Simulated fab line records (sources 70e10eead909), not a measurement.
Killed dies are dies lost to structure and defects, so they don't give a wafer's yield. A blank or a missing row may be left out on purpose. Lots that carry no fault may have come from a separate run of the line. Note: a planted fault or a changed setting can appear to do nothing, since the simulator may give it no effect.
fab line records :: flow nand-harc
record:
  lots: 5
  wafers: 15
  last-day: 31
route steps=1302 shown P_GATE@186
lots that met no fault: taken from a fault-free run of the same line
start-h: hours from the record's opening day to when the first of the lot's shown wafers began :: wait-h: how many hours have passed since the lot's step before this one :: " same as the row above :: L1.1+2: a single row standing in for several wafers :: - no value present, or no start provided :: * or withheld: withheld :: < > ~ a bound
route shown NAME@n: NAME is a module with steps in the file, n the number in the route of the first one :: usual: mean/standard deviation taken from wafers without a fault :: same: alike in all rows :: chamber/n: place in a boat :: sites: the reading at each site :: _std_site: the standard deviation of these :: _edge_site: outer sites' mean less inner sites' :: radius-mm: for every site, how far away it sits from the centre of the wafer :: mask NAME#n: copy n :: behind: the tool/chamber that last shaped the wafer :: hold: why the lot went on hold/how many hours it stayed there/how the hold came to an end :: device: the n, p or np transistor that did not switch :: end of line: tests of these same wafers at the route's end :: step lacking rows: just its recipe :: killed: the dies lost at the first sort to structure and to defects; this is not the yield of the wafer :: map: dies across one wafer; x = killed, . = not, _ = none there
set.NAME: the setting the step ran with; set.NAME@STEP: the setting that earlier step ran with :: model.NAME: the simulator's own value behind a step, which no gauge read
certain route steps with their lots: each step a table, each wafer a row
services: the hour from which a tool's chamber was out of use, counted from the record's first day as start-h (under 0 if before that day), plus the number of hours and why
== steps ==
step: NHARC_P_GATE_HARDBAKE_60
recipe:
  temp-c: 125
  time-s: 80
usual:
  plate-temp-C: 124.98/0.15
lot.wafer: L076.1
tool: litho-track-07
chamber: 0
start-h: 127.88
wait-h: -
plate-temp-C: 124.88

lot.wafer: L076.3
tool: litho-track-07
chamber: 0
start-h: 127.88
wait-h: -
plate-temp-C: 125.11

lot.wafer: L076.6
tool: litho-track-07
chamber: 0
start-h: 127.88
wait-h: -
plate-temp-C: 125.23

lot.wafer: L085.1
tool: litho-track-07
chamber: 0
start-h: 218.15
wait-h: -
plate-temp-C: 124.90

lot.wafer: L085.2
tool: litho-track-07
chamber: 0
start-h: 218.15
wait-h: -
plate-temp-C: 124.93

lot.wafer: L085.4
tool: litho-track-07
chamber: 0
start-h: 218.15
wait-h: -
plate-temp-C: 124.83

lot.wafer: L089.2
tool: litho-track-05
chamber: 0
start-h: 254.91
wait-h: -
plate-temp-C: 125.13

lot.wafer: L089.3
tool: litho-track-05
chamber: 0
start-h: 254.91
wait-h: -
plate-temp-C: 125.09

lot.wafer: L089.4
tool: litho-track-05
chamber: 0
start-h: 254.91
wait-h: -
plate-temp-C: 125.28

lot.wafer: L090.1
tool: litho-track-07
chamber: 0
start-h: 271.58
wait-h: -
plate-temp-C: 124.97

lot.wafer: L090.4
tool: litho-track-07
chamber: 0
start-h: 271.58
wait-h: -
plate-temp-C: 124.87

lot.wafer: L090.5
tool: litho-track-07
chamber: 0
start-h: 271.58
wait-h: -
plate-temp-C: 124.79

lot.wafer: L094.1
tool: litho-track-03
chamber: 0
start-h: 309.60
wait-h: -
plate-temp-C: 124.94

lot.wafer: L094.3
tool: litho-track-03
chamber: 0
start-h: 309.60
wait-h: -
plate-temp-C: 124.84

lot.wafer: L094.6
tool: litho-track-03
chamber: 0
start-h: 309.60
wait-h: -
plate-temp-C: 125.23
step: NHARC_P_GATE_DESCUM_61
recipe:
  time-s: 3
  o2-flow-sccm: 200
  ar-flow-sccm: 0
  bias-power-w: 0
  chemistry: O2
usual:
  drypump-motor-current-A: 5.7/0.33
  oes-product-au: 0.999/0.01
  rf-vpp-V: 57.7/0.93
  showerhead-plenum-p-Torr: 1.90/0.091
  throttle-valve-pct: 11.311/0.0088
lot.wafer: L076.3
tool: rie-diel-10
chamber: 3
start-h: 127.96
wait-h: -
drypump-motor-current-A: 5.9
oes-product-au: 1.001
rf-hours-counter-h: 3
rf-vpp-V: 58.0
showerhead-plenum-p-Torr: 2.02
throttle-valve-pct: 11.312

lot.wafer: L076.1
tool: rie-diel-10
chamber: 1
start-h: 127.96
wait-h: -
drypump-motor-current-A: 6.0
oes-product-au: 1.009
rf-hours-counter-h: 4
rf-vpp-V: 58.1
showerhead-plenum-p-Torr: 1.86
throttle-valve-pct: 11.309

lot.wafer: L076.6
tool: rie-diel-10
chamber: 1
start-h: 127.96
wait-h: -
drypump-motor-current-A: 6.0
oes-product-au: 1.011
rf-hours-counter-h: -
rf-vpp-V: 58.0
showerhead-plenum-p-Torr: 1.86
throttle-valve-pct: 11.321

lot.wafer: L085.1
tool: rie-diel-10
chamber: 2
start-h: 218.23
wait-h: -
drypump-motor-current-A: 5.7
oes-product-au: 0.997
rf-hours-counter-h: 7
rf-vpp-V: 57.7
showerhead-plenum-p-Torr: 1.79
throttle-valve-pct: 11.308

lot.wafer: L085.4
tool: rie-diel-10
chamber: 3
start-h: 218.23
wait-h: -
drypump-motor-current-A: 5.9
oes-product-au: 0.996
rf-hours-counter-h: 8
rf-vpp-V: 58.1
showerhead-plenum-p-Torr: 2.02
throttle-valve-pct: 11.322

lot.wafer: L085.2
tool: rie-diel-10
chamber: 0
start-h: 218.23
wait-h: -
drypump-motor-current-A: 6.4
oes-product-au: 1.004
rf-hours-counter-h: 7
rf-vpp-V: 56.2
showerhead-plenum-p-Torr: 1.98
throttle-valve-pct: 11.312

lot.wafer: L089.4
tool: rie-diel-03
chamber: 2
start-h: 254.98
wait-h: -
drypump-motor-current-A: 5.6
oes-product-au: 1.005
rf-hours-counter-h: 9
rf-vpp-V: 57.5
showerhead-plenum-p-Torr: 1.85
throttle-valve-pct: 11.320

lot.wafer: L089.2
tool: rie-diel-03
chamber: 3
start-h: 254.98
wait-h: -
drypump-motor-current-A: 5.9
oes-product-au: 0.989
rf-hours-counter-h: 8
rf-vpp-V: 55.9
showerhead-plenum-p-Torr: 1.78
throttle-valve-pct: 11.305

lot.wafer: L089.3
tool: rie-diel-03
chamber: 0
start-h: 254.98
wait-h: -
drypump-motor-current-A: 5.2
oes-product-au: 0.985
rf-hours-counter-h: 7
rf-vpp-V: 56.9
showerhead-plenum-p-Torr: 1.78
throttle-valve-pct: 11.306

lot.wafer: L090.1
tool: rie-diel-10
chamber: 1
start-h: 271.66
wait-h: -
drypump-motor-current-A: 6.0
oes-product-au: 1.015
rf-hours-counter-h: 1
rf-vpp-V: 57.8
showerhead-plenum-p-Torr: 1.86
throttle-valve-pct: 11.307

lot.wafer: L090.4
tool: rie-diel-10
chamber: 1
start-h: 271.66
wait-h: -
drypump-motor-current-A: 6.0
oes-product-au: 1.005
rf-hours-counter-h: -
rf-vpp-V: 57.6
showerhead-plenum-p-Torr: 1.86
throttle-valve-pct: 11.291

lot.wafer: L090.5
tool: rie-diel-10
chamber: 2
start-h: 271.66
wait-h: -
drypump-motor-current-A: 5.7
oes-product-au: 1.002
rf-hours-counter-h: -
rf-vpp-V: 55.3
showerhead-plenum-p-Torr: 1.79
throttle-valve-pct: 11.306

lot.wafer: L094.1
tool: rie-diel-10
chamber: 0
start-h: 309.69
wait-h: -
drypump-motor-current-A: 6.4
oes-product-au: 1.000
rf-hours-counter-h: 4
rf-vpp-V: 56.8
showerhead-plenum-p-Torr: 1.98
throttle-valve-pct: 11.316

lot.wafer: L094.3
tool: rie-diel-10
chamber: 2
start-h: 309.69
wait-h: -
drypump-motor-current-A: 5.7
oes-product-au: 0.995
rf-hours-counter-h: 4
rf-vpp-V: 56.9
showerhead-plenum-p-Torr: 1.79
throttle-valve-pct: 11.316

lot.wafer: L094.6
tool: rie-diel-10
chamber: 3
start-h: 309.69
wait-h: -
drypump-motor-current-A: 5.9
oes-product-au: 1.000
rf-hours-counter-h: -
rf-vpp-V: 59.4
showerhead-plenum-p-Torr: 2.02
throttle-valve-pct: 11.304
step: NHARC_P_GATE_IMPLANT_62
recipe:
  energy-kev: 20
  dose-cm2: 3e+15
  tilt-deg: 7
usual:
  faraday-current-uA: 12316/1100
  tilt-deg: 6.998/0.019
lot.wafer: L076.1
tool: implanter-01
chamber: 0
start-h: 128.13
wait-h: 0.1
faraday-current-uA: 11192
tilt-deg: 6.977

lot.wafer: L076.3
tool: implanter-01
chamber: 0
start-h: 128.13
wait-h: 0.1
faraday-current-uA: 11264
tilt-deg: 6.981

lot.wafer: L076.6
tool: implanter-01
chamber: 0
start-h: 128.13
wait-h: 0.1
faraday-current-uA: 11076
tilt-deg: 6.969

lot.wafer: L085.1
tool: implanter-02
chamber: 0
start-h: 218.38
wait-h: 0.1
faraday-current-uA: 13319
tilt-deg: 6.988

lot.wafer: L085.2
tool: implanter-02
chamber: 0
start-h: 218.38
wait-h: 0.1
faraday-current-uA: 13273
tilt-deg: 6.997

lot.wafer: L085.4
tool: implanter-02
chamber: 0
start-h: 218.38
wait-h: 0.1
faraday-current-uA: 13426
tilt-deg: 7.026

lot.wafer: L089.2
tool: implanter-01
chamber: 0
start-h: 255.16
wait-h: 0.2
faraday-current-uA: 10916
tilt-deg: 6.971

lot.wafer: L089.3
tool: implanter-01
chamber: 0
start-h: 255.16
wait-h: 0.2
faraday-current-uA: 11005
tilt-deg: 7.004

lot.wafer: L089.4
tool: implanter-01
chamber: 0
start-h: 255.16
wait-h: 0.2
faraday-current-uA: 10916
tilt-deg: 6.990

lot.wafer: L090.1
tool: implanter-02
chamber: 0
start-h: 271.83
wait-h: 0.2
faraday-current-uA: 13475
tilt-deg: 6.988

lot.wafer: L090.4
tool: implanter-02
chamber: 0
start-h: 271.83
wait-h: 0.2
faraday-current-uA: 13373
tilt-deg: 7.036

lot.wafer: L090.5
tool: implanter-02
chamber: 0
start-h: 271.83
wait-h: 0.2
faraday-current-uA: 13448
tilt-deg: 7.006

lot.wafer: L094.1
tool: implanter-01
chamber: 0
start-h: 309.83
wait-h: 0.1
faraday-current-uA: 11243
tilt-deg: 6.998

lot.wafer: L094.3
tool: implanter-01
chamber: 0
start-h: 309.83
wait-h: 0.1
faraday-current-uA: 11579
tilt-deg: 6.989

lot.wafer: L094.6
tool: implanter-01
chamber: 0
start-h: 309.83
wait-h: 0.1
faraday-current-uA: 11265
tilt-deg: 7.015
step: NHARC_P_GATE_STRIP_112
recipe:
  power-w: 1500
  temp-c: 110
  time-s: 200
  chemistry: N2/H2
usual:
  drypump-motor-current-A: 5.5/0.52
  heater-power-w: 93/3.9
  temp-c: 110.00/0.15
lot.wafer: L076.1
tool: plasma-asher-02
chamber: 1
start-h: 128.39
wait-h: 0.2
drypump-motor-current-A: 5.2
heater-power-w: 86
rf-hours-counter-h: 8
temp-c: 110.18

lot.wafer: L076.3
tool: plasma-asher-02
chamber: 1
start-h: 128.39
wait-h: 0.2
drypump-motor-current-A: 5.2
heater-power-w: 88
rf-hours-counter-h: -
temp-c: 110.27

lot.wafer: L076.6
tool: plasma-asher-02
chamber: 0
start-h: 128.39
wait-h: 0.2
drypump-motor-current-A: 4.8
heater-power-w: 93
rf-hours-counter-h: -
temp-c: 110.17

lot.wafer: L085.1
tool: plasma-asher-01
chamber: 0
start-h: 218.60
wait-h: 0.2
drypump-motor-current-A: 5.7
heater-power-w: 91
rf-hours-counter-h: 9
temp-c: 109.98

lot.wafer: L085.2
tool: plasma-asher-01
chamber: 1
start-h: 218.60
wait-h: 0.2
drypump-motor-current-A: 6.2
heater-power-w: 97
rf-hours-counter-h: 9
temp-c: 109.92

lot.wafer: L085.4
tool: plasma-asher-01
chamber: 1
start-h: 218.60
wait-h: 0.2
drypump-motor-current-A: 6.2
heater-power-w: 96
rf-hours-counter-h: -
temp-c: 109.87

lot.wafer: L089.2
tool: plasma-asher-01
chamber: 1
start-h: 255.35
wait-h: 0.2
drypump-motor-current-A: 6.2
heater-power-w: 93
rf-hours-counter-h: 18
temp-c: 109.87

lot.wafer: L089.4
tool: plasma-asher-01
chamber: 1
start-h: 255.35
wait-h: 0.2
drypump-motor-current-A: 6.1
heater-power-w: 96
rf-hours-counter-h: -
temp-c: 109.97

lot.wafer: L089.3
tool: plasma-asher-01
chamber: 0
start-h: 255.35
wait-h: 0.2
drypump-motor-current-A: 5.7
heater-power-w: 90
rf-hours-counter-h: -
temp-c: 110.01

lot.wafer: L090.1
tool: plasma-asher-01
chamber: 1
start-h: 272.10
wait-h: 0.2
drypump-motor-current-A: 6.2
heater-power-w: 96
rf-hours-counter-h: 21
temp-c: 109.84

lot.wafer: L090.4
tool: plasma-asher-01
chamber: 1
start-h: 272.10
wait-h: 0.2
drypump-motor-current-A: 6.2
heater-power-w: 101
rf-hours-counter-h: -
temp-c: 110.07

lot.wafer: L090.5
tool: plasma-asher-01
chamber: 1
start-h: 272.10
wait-h: 0.2
drypump-motor-current-A: 6.1
heater-power-w: 97
rf-hours-counter-h: -
temp-c: 110.07

lot.wafer: L094.1
tool: plasma-asher-02
chamber: 0
start-h: 310.09
wait-h: 0.2
drypump-motor-current-A: 4.8
heater-power-w: 95
rf-hours-counter-h: 11
temp-c: 109.97

lot.wafer: L094.3
tool: plasma-asher-02
chamber: 1
start-h: 310.09
wait-h: 0.2
drypump-motor-current-A: 5.2
heater-power-w: 93
rf-hours-counter-h: -
temp-c: 110.14

lot.wafer: L094.6
tool: plasma-asher-02
chamber: 1
start-h: 310.09
wait-h: 0.2
drypump-motor-current-A: 5.2
heater-power-w: 92
rf-hours-counter-h: -
temp-c: 110.02
step: NHARC_P_GATE_STRIP_76
recipe:
  power-w: 1500
  temp-c: 250
  chemistry: O2
usual:
  drypump-motor-current-A: 5.5/0.53
  heater-power-w: 348/15
  temp-c: 250.01/0.2
lot.wafer: L076.1
tool: plasma-asher-02
chamber: 1
start-h: 128.62
wait-h: 0.2
drypump-motor-current-A: 5.2
heater-power-w: 334
rf-hours-counter-h: 8
temp-c: 249.90

lot.wafer: L076.3
tool: plasma-asher-02
chamber: 1
start-h: 128.62
wait-h: 0.2
drypump-motor-current-A: 5.2
heater-power-w: 318
rf-hours-counter-h: -
temp-c: 249.75

lot.wafer: L076.6
tool: plasma-asher-02
chamber: 0
start-h: 128.62
wait-h: 0.2
drypump-motor-current-A: 4.8
heater-power-w: 351
rf-hours-counter-h: -
temp-c: 250.11

lot.wafer: L085.1
tool: plasma-asher-01
chamber: 0
start-h: 218.87
wait-h: 0.2
drypump-motor-current-A: 5.7
heater-power-w: 332
rf-hours-counter-h: 9
temp-c: 249.91

lot.wafer: L085.2
tool: plasma-asher-01
chamber: 1
start-h: 218.87
wait-h: 0.2
drypump-motor-current-A: 6.2
heater-power-w: 369
rf-hours-counter-h: 9
temp-c: 250.29

lot.wafer: L085.4
tool: plasma-asher-01
chamber: 1
start-h: 218.87
wait-h: 0.2
drypump-motor-current-A: 6.2
heater-power-w: 365
rf-hours-counter-h: -
temp-c: 250.30

lot.wafer: L089.2
tool: plasma-asher-01
chamber: 1
start-h: 255.61
wait-h: 0.2
drypump-motor-current-A: 6.1
heater-power-w: 374
rf-hours-counter-h: 18
temp-c: 250.26

lot.wafer: L089.4
tool: plasma-asher-01
chamber: 1
start-h: 255.61
wait-h: 0.2
drypump-motor-current-A: 6.1
heater-power-w: 357
rf-hours-counter-h: -
temp-c: 250.11

lot.wafer: L089.3
tool: plasma-asher-01
chamber: 0
start-h: 255.61
wait-h: 0.2
drypump-motor-current-A: 5.7
heater-power-w: 337
rf-hours-counter-h: -
temp-c: 250.09

lot.wafer: L090.1
tool: plasma-asher-01
chamber: 1
start-h: 272.32
wait-h: 0.2
drypump-motor-current-A: 6.2
heater-power-w: 350
rf-hours-counter-h: 21
temp-c: 250.54

lot.wafer: L090.4
tool: plasma-asher-01
chamber: 1
start-h: 272.32
wait-h: 0.2
drypump-motor-current-A: 6.2
heater-power-w: 361
rf-hours-counter-h: -
temp-c: 250.44

lot.wafer: L090.5
tool: plasma-asher-01
chamber: 1
start-h: 272.32
wait-h: 0.2
drypump-motor-current-A: 6.2
heater-power-w: 375
rf-hours-counter-h: -
temp-c: 250.35

lot.wafer: L094.1
tool: plasma-asher-02
chamber: 0
start-h: 310.32
wait-h: 0.2
drypump-motor-current-A: 4.8
heater-power-w: 364
rf-hours-counter-h: 11
temp-c: 249.95

lot.wafer: L094.3
tool: plasma-asher-02
chamber: 1
start-h: 310.32
wait-h: 0.2
drypump-motor-current-A: 5.2
heater-power-w: 342
rf-hours-counter-h: -
temp-c: 250.17

lot.wafer: L094.6
tool: plasma-asher-02
chamber: 1
start-h: 310.32
wait-h: 0.2
drypump-motor-current-A: 5.2
heater-power-w: 359
rf-hours-counter-h: -
temp-c: 249.88
step: NHARC_P_GATE_STRIP_63
recipe:
  time-s: 900
  temp-c: 130
  chemistry: SPM
usual:
  temp-c: 129.99/0.13
lot.wafer: L076.1
tool: wet-bench-06
chamber: 0
start-h: 128.76
wait-h: 0.1
temp-c: 130.06

lot.wafer: L076.3
tool: wet-bench-06
chamber: 2
start-h: 128.76
wait-h: 0.1
temp-c: 130.04

lot.wafer: L076.6
tool: wet-bench-06
chamber: 3
start-h: 128.76
wait-h: 0.1
temp-c: 129.79

lot.wafer: L085.2
tool: wet-bench-06
chamber: 4
start-h: 219.03
wait-h: 0.1
temp-c: 129.99

lot.wafer: L085.1
tool: wet-bench-06
chamber: 6
start-h: 219.03
wait-h: 0.1
temp-c: 130.21

lot.wafer: L085.4
tool: wet-bench-06
chamber: 0
start-h: 219.03
wait-h: 0.1
temp-c: 129.86

lot.wafer: L089.4
tool: wet-bench-05
chamber: 2
start-h: 255.76
wait-h: 0.1
temp-c: 129.97

lot.wafer: L089.2
tool: wet-bench-05
chamber: 4
start-h: 255.76
wait-h: 0.1
temp-c: 129.88

lot.wafer: L089.3
tool: wet-bench-05
chamber: 7
start-h: 255.76
wait-h: 0.1
temp-c: 129.84

lot.wafer: L090.1
tool: wet-bench-05
chamber: 7
start-h: 272.46
wait-h: 0.1
temp-c: 129.96

lot.wafer: L090.5
tool: wet-bench-05
chamber: 1
start-h: 272.46
wait-h: 0.1
temp-c: 130.23

lot.wafer: L090.4
tool: wet-bench-05
chamber: 3
start-h: 272.46
wait-h: 0.1
temp-c: 130.00

lot.wafer: L094.6
tool: wet-bench-06
chamber: 5
start-h: 310.45
wait-h: 0.1
temp-c: 129.91

lot.wafer: L094.3
tool: wet-bench-06
chamber: 0
start-h: 310.45
wait-h: 0.1
temp-c: 129.74

lot.wafer: L094.1
tool: wet-bench-06
chamber: 2
start-h: 310.45
wait-h: 0.1
temp-c: 130.06
step: NHARC_P_GATE_DEHYDRATE_83
recipe:
  temp-c: 150
  time-s: 120
usual:
  plate-temp-C: 150.01/0.16
lot.wafer: L076.1
tool: litho-track-07
chamber: 0
start-h: 129.10
wait-h: -
plate-temp-C: 149.98

lot.wafer: L076.3
tool: litho-track-07
chamber: 0
start-h: 129.10
wait-h: -
plate-temp-C: 149.90

lot.wafer: L076.6
tool: litho-track-07
chamber: 0
start-h: 129.10
wait-h: -
plate-temp-C: 150.22

lot.wafer: L085.1
tool: litho-track-03
chamber: 0
start-h: 219.38
wait-h: -
plate-temp-C: 149.95

lot.wafer: L085.2
tool: litho-track-03
chamber: 0
start-h: 219.38
wait-h: -
plate-temp-C: 150.22

lot.wafer: L085.4
tool: litho-track-03
chamber: 0
start-h: 219.38
wait-h: -
plate-temp-C: 149.98

lot.wafer: L089.2
tool: litho-track-03
chamber: 0
start-h: 256.10
wait-h: -
plate-temp-C: 150.05

lot.wafer: L089.3
tool: litho-track-03
chamber: 0
start-h: 256.10
wait-h: -
plate-temp-C: 149.90

lot.wafer: L089.4
tool: litho-track-03
chamber: 0
start-h: 256.10
wait-h: -
plate-temp-C: 150.22

lot.wafer: L090.1
tool: litho-track-05
chamber: 0
start-h: 272.82
wait-h: -
plate-temp-C: 150.03

lot.wafer: L090.4
tool: litho-track-05
chamber: 0
start-h: 272.82
wait-h: -
plate-temp-C: 149.96

lot.wafer: L090.5
tool: litho-track-05
chamber: 0
start-h: 272.82
wait-h: -
plate-temp-C: 149.93

lot.wafer: L094.1
tool: litho-track-07
chamber: 0
start-h: 310.80
wait-h: -
plate-temp-C: 149.71

lot.wafer: L094.3
tool: litho-track-07
chamber: 0
start-h: 310.80
wait-h: -
plate-temp-C: 149.52

lot.wafer: L094.6
tool: litho-track-07
chamber: 0
start-h: 310.80
wait-h: -
plate-temp-C: 149.79
== services ==
tool: rie-diel-10
chamber: 3
start-h: 108.30
hours: 13.7
kind: repair

tool: rie-diel-10
chamber: 0
start-h: 123.74
hours: 16.0
kind: repair

tool: litho-track-05
chamber: -
start-h: 124.01
hours: 7.0
kind: pm

tool: implanter-01
chamber: -
start-h: 141.91
hours: 3.7
kind: repair

tool: rie-diel-10
chamber: 3
start-h: 143.60
hours: 7.4
kind: repair

tool: implanter-02
chamber: -
start-h: 146.00
hours: 13.0
kind: pm

tool: implanter-01
chamber: -
start-h: 160.76
hours: 2.6
kind: repair

tool: plasma-asher-01
chamber: -
start-h: 165.53
hours: 9.0
kind: pm

tool: rie-diel-10
chamber: 1
start-h: 167.77
hours: 4.6
kind: repair

tool: wet-bench-06
chamber: -
start-h: 208.49
hours: 8.0
kind: pm

tool: plasma-asher-01
chamber: -
start-h: 220.77
hours: 3.8
kind: repair

tool: rie-diel-10
chamber: 1
start-h: 229.23
hours: 3.6
kind: repair

tool: rie-diel-10
chamber: -
start-h: 242.52
hours: 9.0
kind: pm

tool: plasma-asher-02
chamber: -
start-h: 249.00
hours: 9.0
kind: pm

tool: litho-track-07
chamber: -
start-h: 251.00
hours: 7.0
kind: pm

tool: wet-bench-05
chamber: -
start-h: 260.80
hours: 8.0
kind: pm

tool: implanter-01
chamber: -
start-h: 264.22
hours: 4.8
kind: repair

tool: rie-diel-10
chamber: 3
start-h: 268.98
hours: 4.8
kind: repair

tool: litho-track-03
chamber: -
start-h: 275.00
hours: 7.0
kind: pm

tool: rie-diel-10
chamber: 1
start-h: 288.83
hours: 10.4
kind: repair

tool: implanter-02
chamber: -
start-h: 288.94
hours: 1.7
kind: repair

tool: plasma-asher-01
chamber: -
start-h: 291.09
hours: 1.2
kind: repair

tool: implanter-02
chamber: -
start-h: 298.87
hours: 0.6
kind: repair

tool: litho-track-05
chamber: -
start-h: 299.01
hours: 7.0
kind: pm
== key ==
fault none
